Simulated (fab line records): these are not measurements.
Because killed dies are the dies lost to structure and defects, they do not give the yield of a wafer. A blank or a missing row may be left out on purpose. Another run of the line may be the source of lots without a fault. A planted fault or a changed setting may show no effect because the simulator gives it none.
fab line records	flow n5-finfet
[record] lots = 8	wafers = 24	last-day = 16
route steps=1938 shown HKMG_FIN@408 BEOL_M4@1111 PASSIVATION@1936
lots with no fault: from the same line, run without faults
start-h: hours from the record's first day to the start of the lot's first wafer shown	wait-h: how many hours have passed since the lot's step before this one	" unchanged from the row above	L1.1+2: a row that stands for several wafers	- either no value or no given start	* or withheld: withheld	< > ~ a bound
route shown NAME@n: a module of which the file shows steps, and the number in the route of the first	usual: the fault-free wafers' mean and standard deviation	same: alike in all rows	chamber/n: place in a boat	sites: per-site readings	_std_site: the values' standard deviation	_edge_site: the outer-site mean with the inner-site mean subtracted	radius-mm: how far each site lies from the wafer's centre	mask NAME#n: copy n	behind: the last tool/chamber to shape the wafer	hold: the reason the lot was held/the length of the hold in hours/how it ended	device: whichever transistor did not switch (one of n, p or np)	end of line: tests of these same wafers at the route's end	a step given without rows: its recipe and nothing more	killed: count of dies lost to structure and defects at first sort (not the wafer's yield)	map: shows each die of a wafer: x if killed, . if not, _ if none is there
set.NAME: the setting that was run; set.NAME@STEP: the one run at that earlier step	model.NAME: the simulator's own value behind a step, which no gauge read
a sample of lots followed through the steps of the route, with each step as a table and each wafer as a row
services: the hour from which a tool's chamber was out of use, counted from the record's first day as start-h (under 0 if before that day), plus the number of hours and why
[[steps]]
[step N5_HKMG_FIN_WET_ETCH_76]
[recipe] chemistry = dNH4OH	mix = 1:50	temp-c = 25	target = Al2O3	stop-on = La2O3	target-depth-nm = 2.25	dry = ipa-marangoni	rinse-time-s = 30	rinse-temp-c = 23
[usual] bath-heat-duty-pct = 6.3/0.91
lot.wafer	tool	chamber	start-h	wait-h	bath-heat-duty-pct
L532.1	wet-bench-05	0	111.16	0.1	7.2
L532.2	"	6	"	"	6.4
L532.6	"	5	"	"	5.5
L533.2	wet-bench-01	4	126.23	0.1	5.4
L533.4	"	0	"	"	6.4
L533.5	"	7	"	"	5.3
L534.2	wet-bench-01	0	127.62	0.1	5.5
L534.4	"	3	"	"	6.1
L534.6	"	4	"	"	4.7
L537.3	wet-bench-01	1	146.02	0.1	7.2
L537.5	"	2	"	"	7.0
L537.6	"	6	"	"	4.1
L539.2	wet-bench-01	7	158.22	0.1	6.0
L539.4	"	1	"	"	7.3
L539.6	"	5	"	"	5.3
L540.2	wet-bench-01	7	162.99	0.1	5.4
L540.3	"	3	"	"	5.7
L540.5	"	5	"	"	6.2
L541.2	wet-bench-05	5	166.91	0.1	5.9
L541.4	"	7	"	"	6.8
L541.6	"	4	"	"	5.7
L543.2	wet-bench-05	5	174.46	0.1	5.9
L543.4	"	0	"	"	7.2
L543.6	"	6	"	"	5.4
[step N5_HKMG_FIN_INSPECT_14]
[recipe] mode = adi	inspect-instrument = macro
[usual] raw-defect-count = 2.0/1.6
lot.wafer	tool	chamber	start-h	wait-h	raw-defect-count
L532.1	defect-inspect-02	-	114.03	0.0	0
L532.2	"	-	"	"	1
L532.6	"	-	"	"	1
L533.2	defect-inspect-02	-	129.18	0.0	0
L533.4	"	-	"	"	0
L533.5	"	-	"	"	3
L534.2	defect-inspect-02	-	130.09	0.0	3
L534.4	"	-	"	"	0
L534.6	"	-	"	"	3
L537.3	defect-inspect-01	-	149.07	0.0	2
L537.5	"	-	"	"	2
L537.6	"	-	"	"	2
L539.2	defect-inspect-01	-	160.76	0.0	3
L539.4	"	-	"	"	0
L539.6	"	-	"	"	3
L540.2	defect-inspect-01	-	165.53	0.0	>300
L540.3	"	-	"	"	1
L540.5	"	-	"	"	0
L541.2	defect-inspect-02	-	169.31	0.0	4
L541.4	"	-	"	"	5
L541.6	"	-	"	"	5
L543.2	defect-inspect-02	-	176.99	0.0	7
L543.4	"	-	"	"	4
L543.6	"	-	"	"	1
[step N5_HKMG_FIN_ETCH_32]
[recipe] chemistry = N2/H2	target = SOC	target-depth-a = 2400	temp-c = 40	time-s = 300	ion-energy-ev = 200	mask-material = SiARC	pressure-mtorr = 30	source-w = 840	bias-w = 150	n2-flow-sccm = 200	h2-flow-sccm = 200
[usual] chamber-pressure-mTorr = 30.002/0.03	drypump-motor-current-A = 5.7/0.3	n2-flow-sccm = 200.0/0.6	oes-product-au = 0.82/0.098	rf-vpp-V = 524.0/2.5	showerhead-plenum-p-Torr = 2.54/0.087	throttle-valve-pct = 17.83/0.25
lot.wafer	tool	chamber	start-h	wait-h	chamber-pressure-mTorr	drypump-motor-current-A	n2-flow-sccm	oes-product-au	rf-hours-counter-h	rf-vpp-V	showerhead-plenum-p-Torr	throttle-valve-pct
L532.1	rie-diel-01	3	114.15	0.0	30.025	5.1	199.7	0.67	238	521.2	2.40	18.02
L532.2	"	2	"	"	30.045	6.2	201.5	0.69	244	525.7	2.59	17.99
L532.6	"	3	"	"	30.061	5.1	200.0	0.67	-	520.8	2.39	18.00
L533.2	rie-diel-05	2	129.42	0.0	30.003	5.8	200.4	0.99	10	523.0	2.52	18.30
L533.4	"	2	"	"	30.019	5.9	200.6	1.00	-	524.3	2.52	18.29
L533.5	"	1	"	"	29.975	5.8	200.6	0.89	-	524.8	2.57	17.31
L534.2	rie-diel-05	1	130.23	0.0	29.957	5.9	199.6	0.90	37	524.9	2.57	17.32
L534.4	"	2	"	"	30.004	5.9	200.2	0.98	-	522.5	2.52	18.30
L534.6	"	1	"	"	29.983	5.9	200.1	0.89	-	526.8	2.57	17.33
L537.3	rie-diel-03	3	149.28	0.0	29.951	5.7	199.2	0.88	51	524.4	2.58	17.65
L537.5	"	0	"	"	29.985	5.6	200.5	0.72	-	526.7	2.62	18.17
L537.6	"	1	"	"	29.982	5.4	200.3	0.73	-	521.0	2.38	17.87
L539.2	rie-diel-01	1	161.20	0.0	30.030	5.9	200.0	0.79	101	527.0	2.66	17.63
L539.4	"	1	"	"	29.972	5.9	200.5	0.79	-	528.0	2.66	17.61
L539.6	"	2	"	"	30.036	6.2	200.0	1.00	-	526.1	2.59	17.69
L540.2	rie-diel-05	0	165.66	0.0	29.960	5.8	199.7	0.74	181	523.0	2.52	17.81
L540.3	"	3	"	"	29.982	5.3	200.5	0.98	7	522.1	2.48	17.98
L540.5	"	1	"	"	30.006	5.8	200.2	0.87	-	524.3	2.57	17.35
L541.2	rie-diel-03	0	169.44	0.0	29.994	5.5	200.5	0.72	192	526.6	2.62	18.20
L541.4	"	1	"	"	29.974	5.4	200.4	0.71	212	519.7	2.38	17.87
L541.6	"	0	"	"	30.044	5.6	200.2	0.72	-	527.0	2.62	18.20
L543.2	rie-diel-01	0	177.12	0.0	30.016	6.2	198.8	0.82	125	523.3	2.54	17.81
L543.4	"	0	"	"	29.984	6.2	199.9	0.81	-	523.9	2.54	17.81
L543.6	"	1	"	"	29.993	5.9	200.0	0.78	-	527.4	2.66	17.63
[step N5_HKMG_FIN_ETCH_35]
[recipe] chemistry = N2/H2	target = SOC	target-depth-a = 2158	ion-energy-ev = 65	bias-w = 5	source-w = 3000	time-s = 243.4	pressure-mtorr = 30	n2-flow-sccm = 200	h2-flow-sccm = 200
[usual] chamber-pressure-mTorr = 30.003/0.025	drypump-motor-current-A = 5.7/0.31	n2-flow-sccm = 200.0/0.61	oes-product-au = 0.82/0.098	rf-vpp-V = 141.5/1.1	showerhead-plenum-p-Torr = 2.54/0.087	throttle-valve-pct = 17.83/0.25
lot.wafer	tool	chamber	start-h	wait-h	chamber-pressure-mTorr	drypump-motor-current-A	n2-flow-sccm	oes-product-au	rf-hours-counter-h	rf-vpp-V	showerhead-plenum-p-Torr	throttle-valve-pct
L532.1	rie-diel-01	3	114.36	0.0	30.019	5.1	199.6	0.67	238	139.4	2.40	18.02
L532.2	"	2	"	"	29.994	6.2	200.2	0.69	244	142.7	2.59	18.01
L532.6	"	3	"	"	29.998	5.1	199.2	0.67	-	141.0	2.40	18.02
L533.2	rie-diel-05	2	129.63	0.0	30.034	5.9	198.7	0.99	11	143.6	2.52	18.30
L533.4	"	2	"	"	30.016	5.9	200.0	0.98	-	141.1	2.52	18.31
L533.5	"	1	"	"	29.934	5.8	200.3	0.90	-	141.9	2.57	17.32
L534.2	rie-diel-05	1	130.44	0.0	29.992	5.9	200.9	0.90	37	142.7	2.57	17.33
L534.4	"	2	"	"	29.988	5.9	200.1	0.99	-	141.4	2.52	18.30
L534.6	"	1	"	"	29.952	5.9	200.9	0.90	-	140.8	2.57	17.33
L537.3	rie-diel-03	3	149.49	0.0	29.978	5.6	201.0	0.89	51	143.4	2.58	17.65
L537.5	"	0	"	"	30.019	5.5	199.7	0.74	-	142.9	2.62	18.19
L537.6	"	1	"	"	30.004	5.4	200.6	0.73	-	139.9	2.38	17.85
L539.2	rie-diel-01	1	161.41	0.0	29.993	6.0	200.3	0.80	101	143.6	2.66	17.60
L539.4	"	1	"	"	30.025	6.0	199.8	0.80	-	141.2	2.66	17.63
L539.6	"	2	"	"	30.030	6.2	199.1	1.00	-	142.4	2.59	17.66
L540.2	rie-diel-05	0	165.87	0.0	29.959	5.8	200.5	0.74	181	140.7	2.52	17.82
L540.3	"	3	"	"	30.022	5.3	199.8	0.98	7	141.3	2.48	17.99
L540.5	"	1	"	"	30.014	5.9	200.3	0.89	-	141.1	2.57	17.34
L541.2	rie-diel-03	0	169.65	0.0	29.944	5.6	198.8	0.72	192	143.4	2.62	18.22
L541.4	"	1	"	"	30.008	5.4	200.7	0.71	212	142.4	2.38	17.87
L541.6	"	0	"	"	30.049	5.6	199.2	0.72	-	141.9	2.62	18.21
L543.2	rie-diel-01	0	177.33	0.0	30.008	6.2	200.7	0.81	125	142.1	2.54	17.82
L543.4	"	0	"	"	30.011	6.2	200.5	0.81	-	142.7	2.54	17.84
L543.6	"	1	"	"	30.064	5.9	200.5	0.79	-	143.2	2.66	17.63
[step N5_HKMG_FIN_ETCH_86]
[recipe] chemistry = N2/H2	target = SOC	target-depth-a = 3932	stop-on = TiN	ion-energy-ev = 100	bias-w = 61	pressure-mtorr = 30	source-w = 850	n2-flow-sccm = 200	h2-flow-sccm = 200
[usual] chamber-pressure-mTorr = 30.005/0.028	drypump-motor-current-A = 5.8/0.36	n2-flow-sccm = 199.9/0.62	oes-product-au = 0.80/0.089	rf-vpp-V = 241.0/1.4	showerhead-plenum-p-Torr = 2.55/0.091	throttle-valve-pct = 17.79/0.25
lot.wafer	tool	chamber	start-h	wait-h	chamber-pressure-mTorr	drypump-motor-current-A	n2-flow-sccm	oes-product-au	rf-hours-counter-h	rf-vpp-V	showerhead-plenum-p-Torr	throttle-valve-pct
L532.1	rie-diel-01	0	115.38	-	29.993	6.2	200.3	0.81	95	242.9	2.55	17.73
L532.2	"	1	"	"	30.030	5.9	198.9	0.82	79	243.6	2.67	17.54
L532.6	"	1	"	"	29.998	5.9	199.8	0.82	-	241.1	2.67	17.54
L533.2	rie-diel-01	3	130.65	-	30.040	5.1	200.0	0.66	242	239.4	2.39	18.00
L533.4	"	2	"	"	29.977	6.2	200.5	0.69	248	242.3	2.59	17.97
L533.5	"	2	"	"	30.000	6.2	200.5	0.68	-	242.4	2.59	17.99
L534.2	rie-diel-05	2	131.45	-	29.985	5.9	198.9	0.94	12	241.1	2.52	18.25
L534.4	"	3	"	"	29.992	5.3	200.7	0.97	0	239.8	2.49	17.94
L534.6	"	0	"	"	30.070	5.8	200.0	0.74	-	240.8	2.53	17.78
L537.3	rie-diel-01	0	150.51	-	30.027	6.2	199.2	0.80	108	241.4	2.54	17.75
L537.5	"	1	"	"	29.997	5.9	200.1	0.81	-	242.7	2.67	17.57
L537.6	"	3	"	"	29.997	5.1	199.3	0.65	-	238.4	2.39	18.00
L539.2	rie-diel-05	3	162.43	-	30.057	5.3	200.8	0.93	6	240.8	2.48	17.93
L539.4	"	2	"	"	30.043	5.9	199.4	0.92	17	240.9	2.51	18.26
L539.6	"	2	"	"	30.041	5.9	199.3	0.93	-	239.8	2.51	18.26
L540.2	rie-diel-01	1	166.88	-	29.985	5.9	199.1	0.79	104	242.4	2.66	17.60
L540.3	"	2	"	"	29.998	6.2	199.8	0.95	9	241.7	2.59	17.65
L540.5	"	1	"	"	30.004	5.9	200.1	0.79	-	241.6	2.66	17.60
L541.2	rie-diel-05	3	170.81	-	30.000	5.3	199.2	0.92	9	240.2	2.48	17.95
L541.4	"	1	"	"	30.037	5.8	200.2	0.86	46	240.7	2.57	17.32
L541.6	"	2	"	"	30.017	5.9	199.9	0.92	-	239.7	2.51	18.29
L543.2	rie-diel-01	0	178.35	-	29.996	6.2	198.8	0.78	125	240.7	2.54	17.79
L543.4	"	2	"	"	30.018	6.2	199.8	0.94	-	240.5	2.58	17.66
L543.6	"	0	"	"	30.008	6.2	198.7	0.78	-	240.7	2.54	17.77
[step N5_BEOL_M4_RC_MEAS_101]
[usual] DIBL_N = 35.4/2.1	DIBL_P = 34.8/2.6	IOFF_N = 0.15/0.037	IOFF_P = 0.19/0.037	ION_N = 677/16	ION_P = 462/9.3	SS_N = 71.4/0.75	SS_P = 72.9/0.77	VT_N = 250/3.7	VT_P = -251/3.5
lot.wafer	tool	chamber	start-h	wait-h	DIBL_N[mV/V]	DIBL_P[mV/V]	IOFF_N[nA/um]	IOFF_P[nA/um]	ION_N[uA/um]	ION_P[uA/um]	SS_N[mV/dec]	SS_P[mV/dec]	VT_N[mV]	VT_P[mV]
L532.1	prober-01	0	202.96	0.5	34.8	33.8	0.13	0.16	664	456	71.1	73.1	251	-257
L532.2	"	0	"	"	37.2	36.0	0.16	0.18	678	457	71.7	73.2	248	-253
L532.6	"	0	"	"	34.0	32.3	0.12	0.13	660	448	70.9	71.5	255	-257
L534.2	prober-01	0	226.06	0.2	35.4	34.8	0.16	0.21	662	463	71.6	72.6	246	-248
L534.4	"	0	"	"	33.4	32.0	0.12	0.17	666	464	71.6	72.0	251	-251
L534.6	"	0	"	"	37.0	37.2	0.20	0.26	682	465	73.0	73.6	245	-245
L533.2	prober-01	0	226.99	0.6	35.8	35.1	0.16	0.19	697	474	71.5	72.5	246	-249
L533.4	"	0	"	"	36.6	34.8	0.16	0.19	688	464	71.2	73.1	247	-251
L533.5	"	0	"	"	36.7	35.7	0.16	0.20	690	471	71.1	72.8	247	-250
L537.3	prober-02	0	251.52	0.3	34.3	34.2	0.13	0.17	660	454	71.3	71.9	251	-253
L537.5	"	0	"	"	39.5	41.3	0.25	0.31	712	480	72.6	74.3	242	-243
L537.6	"	0	"	"	32.7	31.6	0.11	0.14	669	457	70.9	72.1	253	-254
L539.2	prober-01	0	252.84	0.2	35.2	34.9	0.15	0.21	683	467	71.2	73.5	248	-248
L539.4	"	0	"	"	35.3	34.9	0.14	0.21	679	469	71.3	73.1	249	-249
L539.6	"	0	"	"	33.4	32.1	0.12	0.17	674	462	71.4	72.2	254	-250
L540.2	prober-01	0	255.53	0.2	33.4	32.6	0.11	0.17	661	455	71.3	72.1	254	-250
L540.3	"	0	"	"	32.9	31.6	0.10	0.15	643	453	70.7	72.0	260	-253
L540.5	"	0	"	"	36.4	34.9	0.15	0.20	652	452	72.4	72.8	253	-249
L541.2	prober-02	0	260.80	0.2	38.6	39.2	0.20	0.24	681	474	72.1	73.5	248	-249
L541.4	"	0	"	"	33.9	33.0	0.12	0.15	668	460	71.0	72.4	252	-255
L541.6	"	0	"	"	39.1	38.8	0.18	0.23	672	464	71.7	73.8	251	-251
L543.2	prober-01	0	269.96	0.2	33.1	32.2	0.11	0.15	662	448	69.8	71.9	252	-255
L543.4	"	0	"	"	32.3	31.9	0.11	0.15	682	472	70.4	73.0	253	-253
L543.6	"	0	"	"	33.5	33.4	0.13	0.16	668	456	71.0	72.7	251	-251
[step N5_PASSIVATION_PROBE_49]
[usual] defect-limited-yield = 90.5/1.7	killed_at_M0_to_M3 = 37/12	killed_at_M4_up = 14/5.2	killed-at-contacts = 12/5.9	killed-at-front-end = 45/14	killed-at-other = 3.5/2.8	killed-dies = 112/21	killed-open = 73/15	killed-short = 36/8.9	sort_bin_5_function = 5.6/1.2	sort_bin_6_memory = 3.5/0.68	sort_bin_8_speed = 0.01/0.1	sort-n-pass = 1068/21	sort-yield-pct = 90.5/1.8
[same] gross-dies = 1180	killed-at-back-side = 0	sort_bin_4_leakage[%] = 0
lot.wafer	tool	chamber	start-h	wait-h	defect-limited-yield[%]	killed_at_M0_to_M3	killed_at_M4_up	killed-at-contacts	killed-at-front-end	killed-at-other	killed-dies	killed-open	killed-short	sort_bin_5_function[%]	sort_bin_6_memory[%]	sort_bin_8_speed[%]	sort-n-pass	sort-yield-pct[%]
L532.1	prober-02	-	324.27	0.0	91.9	40	19	15	15	6	95	64	30	4.4	3.5	0	1085	91.9
L532.2	prober-02	-	324.32	0.1	92.5	33	15	11	29	0	88	58	29	4.0	3.1	0	1092	92.5
L532.6	prober-02	-	324.52	0.3	90.9	48	19	14	23	3	107	70	36	5.4	3.2	0	1073	90.9
L534.2	prober-02	-	332.77	0.1	91.9	41	15	5	35	0	96	67	24	4.5	3.3	0	1084	91.9
L534.4	prober-02	-	332.87	0.2	90.5	28	12	12	58	2	112	82	26	5.3	4.0	0	1068	90.5
L534.6	prober-02	-	332.97	0.3	92.5	29	27	7	24	2	89	68	18	4.3	3.1	0	1091	92.5
L537.6	prober-02	-	361.33	0.3	92.0	17	8	11	57	1	94	54	37	5.1	2.5	0	1086	92.0
L540.2	prober-02	-	367.76	0.1	76.8	28	11	6	221	8	274	73	42	15.1	4.2	0	906	76.8
L540.3	prober-02	-	367.81	0.1	90.0	37	12	3	65	1	118	76	42	6.1	3.7	0.08	1061	89.9
L540.5	prober-02	-	367.91	0.2	86.6	47	15	11	82	3	158	110	47	8.2	4.6	0	1022	86.6
L539.2	prober-01	-	367.94	0.1	91.5	27	17	10	46	0	100	69	30	4.8	3.4	0	1080	91.5
L539.4	prober-01	-	368.04	0.2	90.3	28	17	19	49	2	115	81	31	5.7	3.6	0	1065	90.3
L539.6	prober-01	-	368.14	0.3	91.9	21	18	11	39	6	95	62	28	4.2	3.3	0	1085	91.9
L541.2	prober-02	-	374.91	0.1	88.6	53	15	25	37	5	135	97	35	6.5	4.6	0	1045	88.6
L541.4	prober-02	-	375.01	0.2	86.7	66	17	25	45	4	157	97	55	8.3	4.5	0.08	1023	86.7
L541.6	prober-02	-	375.11	0.3	86.9	70	9	24	49	2	154	98	48	7.3	4.8	0	1026	86.9
L543.2	prober-01	-	379.66	0.4	89.2	27	27	18	53	2	127	83	41	6.8	3.8	0	1053	89.2
L543.4	prober-01	-	379.76	0.5	89.5	28	17	17	60	2	124	75	44	6.2	3.7	0	1056	89.5
L543.6	prober-01	-	379.86	0.6	89.1	63	8	17	40	1	129	82	45	7.0	3.4	0	1051	89.1
// killed by level:class
L532.1 MOL_CONTACT_COAG:geometric-particle:open=11 BEOL_M0_SAQP:geometric-particle:open=10 BEOL_M3:geometric-particle:open=9 BEOL_M4:geometric-particle:open=9 BEOL_M0_SAQP:geometric-particle:short=8 STI_FIN_REVEAL:geometric-particle:open=4 DUMMY_GATE:geometric-particle:open=4 MOL_CONTACT_COAG:geometric-particle:short=4
L532.2 BEOL_M0_SAQP:geometric-particle:open=13 MOL_CONTACT_COAG:geometric-particle:open=9 BEOL_M0_SAQP:geometric-particle:short=7 ILD0:geometric-particle:open=6 GATE_CUT:geometric-particle:short=6 FIN_SAQP:geometric-particle:short=5 BEOL_M4:geometric-particle:open=5 BEOL_M1:geometric-particle:open=4
L532.6 BEOL_M0_SAQP:geometric-particle:open=16 BEOL_M0_SAQP:geometric-particle:short=13 MOL_CONTACT_COAG:geometric-particle:open=12 BEOL_M4:geometric-particle:open=8 BEOL_M1:geometric-particle:open=7 BEOL_M3:geometric-particle:open=5 DUMMY_GATE:geometric-particle:short=4 ILD0:geometric-particle:open=4
L534.2 BEOL_M0_SAQP:geometric-particle:open=8 BEOL_M2:geometric-particle:open=8 STI_FIN_REVEAL:geometric-particle:open=7 BEOL_M0_SAQP:geometric-particle:short=7 BEOL_M3:geometric-particle:open=6 FIN_SAQP:geometric-particle:short=5 BEOL_M4:geometric-particle:open=5 STARTING-WAFER:geometric-particle:open=5
L534.4 STI_FIN_REVEAL:geometric-particle:open=16 FIN_SAQP:geometric-particle:open=12 MOL_CONTACT_COAG:geometric-particle:open=11 BEOL_M2:geometric-particle:open=11 FIN_SAQP:geometric-particle:short=6 STARTING-WAFER:geometric-particle:open=6 BEOL_M0_SAQP:geometric-particle:open=5 DUMMY_GATE:geometric-particle:open=4
L534.6 BEOL_M4:geometric-particle:open=15 BEOL_M2:geometric-particle:open=14 STI_FIN_REVEAL:geometric-particle:open=7 FIN_SAQP:geometric-particle:open=4 MOL_CONTACT_COAG:geometric-particle:short=4 BEOL_M1:geometric-particle:open=4 DUMMY_GATE:geometric-particle:open=3 MOL_CONTACT_COAG:geometric-particle:open=3
L537.6 STI_FIN_REVEAL:geometric-particle:open=11 MOL_CONTACT_COAG:geometric-particle:open=10 FIN_SAQP:geometric-particle:short=8 GATE_CUT:geometric-particle:short=7 FIN_SAQP:geometric-particle:open=6 GATE_CUT:geometric-particle:open=6 STARTING-WAFER:geometric-particle:open=5 BEOL_M0_SAQP:geometric-particle:short=5
L540.2 HKMG_FIN:unspecified=157 FIN_SAQP:geometric-particle:open=15 GATE_CUT:geometric-particle:short=13 STI_FIN_REVEAL:geometric-particle:open=11 GATE_CUT:geometric-particle:open=9 BEOL_M2:geometric-particle:open=9 BEOL_M0_SAQP:geometric-particle:short=8 BEOL_M4:geometric-particle:open=6
L540.3 FIN_SAQP:geometric-particle:open=19 STI_FIN_REVEAL:geometric-particle:open=13 FIN_SAQP:geometric-particle:short=10 BEOL_M0_SAQP:geometric-particle:short=7 BEOL_M0_SAQP:geometric-particle:open=6 BEOL_M2:geometric-particle:open=6 BEOL_M3:geometric-particle:open=6 BEOL_M5:geometric-particle:open=6
L540.5 STI_FIN_REVEAL:geometric-particle:open=23 FIN_SAQP:geometric-particle:open=19 BEOL_M0_SAQP:geometric-particle:open=14 MOL_CONTACT_COAG:geometric-particle:open=10 BEOL_M0_SAQP:geometric-particle:short=9 DUMMY_GATE:geometric-particle:open=8 BEOL_M2:geometric-particle:open=8 BEOL_M4:geometric-particle:open=7
L539.2 MOL_CONTACT_COAG:geometric-particle:open=10 BEOL_M0_SAQP:geometric-particle:short=7 BEOL_M0_SAQP:geometric-particle:open=7 STARTING-WAFER:geometric-particle:open=7 FIN_SAQP:geometric-particle:open=6 STI_FIN_REVEAL:geometric-particle:open=6 DUMMY_GATE:geometric-particle:open=6 BEOL_M4:geometric-particle:open=5
L539.4 MOL_CONTACT_COAG:geometric-particle:open=16 BEOL_M1:geometric-particle:open=10 STI_FIN_REVEAL:geometric-particle:open=9 BEOL_M3:geometric-particle:open=7 FIN_SAQP:geometric-particle:open=6 DUMMY_GATE:geometric-particle:open=6 BEOL_M4:geometric-particle:open=6 STARTING-WAFER:geometric-particle:open=6
L539.6 FIN_SAQP:geometric-particle:open=10 MOL_CONTACT_COAG:geometric-particle:open=10 FIN_SAQP:geometric-particle:short=6 STI_FIN_REVEAL:geometric-particle:open=6 BEOL_M4:geometric-particle:open=6 BEOL_M6:geometric-particle:open=6 BEOL_M0_SAQP:geometric-particle:short=5 BEOL_M2:geometric-particle:short=5
L541.2 MOL_CONTACT_COAG:geometric-particle:open=20 BEOL_M0_SAQP:geometric-particle:short=16 STI_FIN_REVEAL:geometric-particle:open=11 BEOL_M0_SAQP:geometric-particle:open=11 BEOL_M3:geometric-particle:open=9 FIN_SAQP:geometric-particle:open=7 BEOL_M1:geometric-particle:open=7 BEOL_M4:geometric-particle:open=7
L541.4 MOL_CONTACT_COAG:geometric-particle:open=21 BEOL_M0_SAQP:geometric-particle:short=15 BEOL_M3:geometric-particle:open=13 FIN_SAQP:geometric-particle:short=12 FIN_SAQP:geometric-particle:open=12 BEOL_M2:geometric-particle:open=10 BEOL_M0_SAQP:geometric-particle:open=9 BEOL_M4:geometric-particle:open=9
L541.6 MOL_CONTACT_COAG:geometric-particle:open=18 BEOL_M3:geometric-particle:open=14 BEOL_M0_SAQP:geometric-particle:open=13 FIN_SAQP:geometric-particle:short=12 FIN_SAQP:geometric-particle:open=12 BEOL_M0:geometric-particle:open=12 BEOL_M0_SAQP:geometric-particle:short=7 HKMG_FIN:area-etch=7
L543.2 STI_FIN_REVEAL:geometric-particle:open=16 MOL_CONTACT_COAG:geometric-particle:open=13 BEOL_M4:geometric-particle:open=13 DUMMY_GATE:geometric-particle:open=9 FIN_SAQP:geometric-particle:short=8 MOL_CONTACT_COAG:geometric-particle:short=5 BEOL_M1:geometric-particle:open=5 BEOL_M5:geometric-particle:open=5
L543.4 FIN_SAQP:geometric-particle:open=12 MOL_CONTACT_COAG:geometric-particle:open=12 BEOL_M4:geometric-particle:open=7 FIN_SAQP:geometric-particle:short=6 BEOL_M0_SAQP:geometric-particle:short=6 STI_FIN_REVEAL:geometric-particle:open=5 MOL_CONTACT_COAG:geometric-particle:short=5 BEOL_M4:geometric-particle:short=5
L543.6 BEOL_M0_SAQP:geometric-particle:open=27 BEOL_M0_SAQP:geometric-particle:short=17 MOL_CONTACT_COAG:geometric-particle:open=13 FIN_SAQP:geometric-particle:short=12 FIN_SAQP:geometric-particle:open=10 BEOL_M1:geometric-particle:open=5 STARTING-WAFER:geometric-particle:open=5 STI_FIN_REVEAL:geometric-particle:open=4
[[services]]
tool	chamber	start-h	hours	kind
rie-diel-05	2	88.44	-	clean
rie-diel-05	2	88.44	-	consumable-replace:focus-ring
rie-diel-05	3	109.75	-	clean
rie-diel-05	3	109.75	-	consumable-replace:focus-ring
rie-diel-05	3	109.75	20.4	scheduled-down
rie-diel-05	3	109.75	20.4	vent-cycle
rie-diel-01	2	134.57	-	clean
rie-diel-01	2	134.57	-	consumable-replace:esc
rie-diel-01	2	134.57	-	consumable-replace:focus-ring
rie-diel-01	-	141.22	1.0	repair
rie-diel-05	-	143.37	14.6	pm
rie-diel-03	3	149.91	2.5	repair
rie-diel-01	3	153.44	-	clean
rie-diel-01	3	153.44	-	consumable-replace:focus-ring
rie-diel-01	3	153.44	-	consumable-replace:showerhead
rie-diel-01	3	153.44	27.5	scheduled-down
rie-diel-01	3	153.44	27.5	vent-cycle
[[key]]
[first-sign] step = N5_HKMG_FIN_INSPECT_14	reading = raw-defect-count	direction = up	sigmas = 99+	usual = 2.0	struck = >300
[effect] step = N5_PASSIVATION_PROBE_49	reading = killed-at-front-end	direction = up	sigmas = 12	usual = 45	struck = 221
[more-kills-born-at] N5_HKMG_FIN_WET_ETCH_76@wet-bench-01 = 157
met-at N5_HKMG_FIN_WET_ETCH_76
struck-lots L540
struck-wafers L540.2
not-acting-at N5_HKMG_FIN_ETCH_32,N5_HKMG_FIN_ETCH_35,N5_HKMG_FIN_ETCH_86
onset-between 158.22 162.99
[fault] kind = chamber-particle-source	tool = wet-bench-01	chamber = 7	onset-h = 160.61	steps = N5_HKMG_FIN_WET_ETCH_76	rate-per-visit-cm2 = 2.0652	end-h = 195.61
